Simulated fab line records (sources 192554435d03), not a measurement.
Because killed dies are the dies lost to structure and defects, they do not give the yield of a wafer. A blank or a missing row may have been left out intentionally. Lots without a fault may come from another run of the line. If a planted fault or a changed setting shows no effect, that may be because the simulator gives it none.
Problem report, 8D (eight disciplines) form, completed by code    flow n5Finfet    the parts of the form that need people (team, actions taken, sign-off) are left out

== 1. THE PROBLEM ==
Wafers without a fault read 96.2 s, standard deviation 0.49; stripTimeToEndpointS at N5_SDB_STRIP_22 reads a mean of 104.2 s on 4 wafers belonging to 2 lots. That puts it +16 standard deviations away from the usual mean.
The step: strips in N2/H2.
The first sign was on wafer L414.2 at day 6 05:59, on plasmaAsher-02. The record holds 27 wafers of 9 lots with a number at this step. By rule, "out" or "out of limits" means more than 4 standard deviations away from the usual mean. All remaining wafers that have a number are taken as sound.

== 2. WHAT IT IS AND WHAT IT IS NOT ==
question                     is                                  is not
which readings at this step  stripTimeToEndpointS, oesProductAu  drypumpMotorCurrentA, heaterPowerW
which lots                   L414, L416                          L404, L405, L409, L418, L425, L426, L427
which wafers of those lots   L414.2, L414.4, L416.4, L416.5      L414.1, L416.3
read on which tools          plasmaAsher-02                      plasmaAsher-01
when                         from day 6 05:59                    up to then (10 sound wafers); but 13 sound wafers of L416, L418, L425, L426, L427 came after

== 3. WHAT RULES OUT EACH SUSPECT ==
Counting: if a tool at a process step up to the reading ran every lot that is out, it stays a suspect. Sound lots after the first of them don't rule it out here, since some wafers of a struck lot are sound.
- plasmaAsher-02 at N5_SDB_STRIP_22 (strips in N2/H2): kept. It processed each lot that is out (first: L414, day 6 05:59); up to then, its last sound lot is L409 (day 5 01:13). Out on those wafers are its own readings of oesProductAu, stripTimeToEndpointS.
- At N5_SDB_STRIP_22 on plasmaAsher-02, chamber 0 took the sound wafers of the same lots and chamber 1 took the wafers that are out.
After counting, what remains is plasmaAsher-02 at N5_SDB_STRIP_22.

== 4. THE CAUSE (what the simulator had put in) ==
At N5_SDB_STRIP_22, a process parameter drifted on plasmaAsher-02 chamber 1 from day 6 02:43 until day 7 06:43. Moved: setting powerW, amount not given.
Counting left only this tool.

== 5. SEQUENCE OF EFFECTS, ordered by route ==
Each row: a reading where the mean over the struck wafers with a number is more than 3 standard deviations away from the usual. Readings are gone through only where the record gives a usual standard deviation; hours: the median, over the lots, of the time from a lot's start at the first step in this table giving one to that lot's start at this step; sigmas: the change measured in usual standard deviations.
hours  step             reading               usual       on struck wafers  change  sigmas
0      N5_SDB_STRIP_22  oesProductAu          0.715 a.u.  0.677             -0.038  -8.8
0      N5_SDB_STRIP_22  stripTimeToEndpointS  96.2 s      104.2             +8.0    +16
Here are the process steps it includes:
- N5_SDB_STRIP_22: strips in N2/H2.
Later measuring or inspecting steps at which every struck wafer that the step has a row for has a number for every such reading, and none has moved that far: N5_BEOL_M4_RC_MEAS_101.

== 6. HOW IT WOULD HAVE BEEN CAUGHT EARLIER ==
In this record the first reading out of limits was taken at day 6 05:59, 3 hours after the fault began at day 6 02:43.
